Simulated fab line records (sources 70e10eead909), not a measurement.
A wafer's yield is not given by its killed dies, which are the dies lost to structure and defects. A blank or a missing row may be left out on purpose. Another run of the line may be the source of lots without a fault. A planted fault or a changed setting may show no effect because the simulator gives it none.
Chamber matching / flow nand harc / cmp-02 running NHARC_A_M1_CMP_23: 4 sister chambers
The step polishes, t overpolish 20 s, target thk 154.34 nm. 4 wafers are shown with their chamber, then 8 later ones without.

EACH WAFER AND ITS CHAMBER
wafer=L787.6; chamber=3; time to endpoint s (s)=27
wafer=L790.5; chamber=2; time to endpoint s (s)=25
wafer=L792.2; chamber=1; time to endpoint s (s)=27
wafer=L792.4; chamber=0; time to endpoint s (s)=34

WAFERS MISSING THEIR CHAMBER
wafer=L792.5; time to endpoint s (s)=27
wafer=L793.3; time to endpoint s (s)=17
wafer=L797.1; time to endpoint s (s)=28
wafer=L797.3; time to endpoint s (s)=25
wafer=L797.5; time to endpoint s (s)=25
wafer=L796.1; time to endpoint s (s)=31
wafer=L796.2; time to endpoint s (s)=26
wafer=L796.4; time to endpoint s (s)=29

CHAMBER TAKEN BY EACH
wafer=L792.5; from the rows above=can't be placed: 1 or 3 or 2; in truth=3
wafer=L793.3; from the rows above=can't be placed: 2 or 1 or 3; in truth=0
wafer=L797.1; from the rows above=can't be placed: 1 or 3 or 2 or 0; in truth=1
wafer=L797.3; from the rows above=can't be placed: 2 or 1 or 3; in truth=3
wafer=L797.5; from the rows above=can't be placed: 2 or 1 or 3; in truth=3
wafer=L796.1; from the rows above=can't be placed: 0 or 1 or 3 or 2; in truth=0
wafer=L796.2; from the rows above=can't be placed: 1 or 2 or 3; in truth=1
wafer=L796.4; from the rows above=can't be placed: 1 or 3 or 2 or 0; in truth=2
0 of 8 placed correctly. Unplaceable from these rows: 8, with the true chamber sitting among the candidates in 7. Placed wrongly: 0.
How it was worked out, from the rows above alone: a wafer's distance from a chamber is the root of the sum, over the readings, of the square of ((its reading less the chamber's mean) divided by the reading's scatter). The wafer belongs to the nearest chamber; if the next one is less than 2 further off, it can't be placed. The mean given for a chamber averages the wafers shown for that chamber. The scatter: root of mean squared gap, hidden wafer to nearest shown wafer, with one shown wafer a chamber.
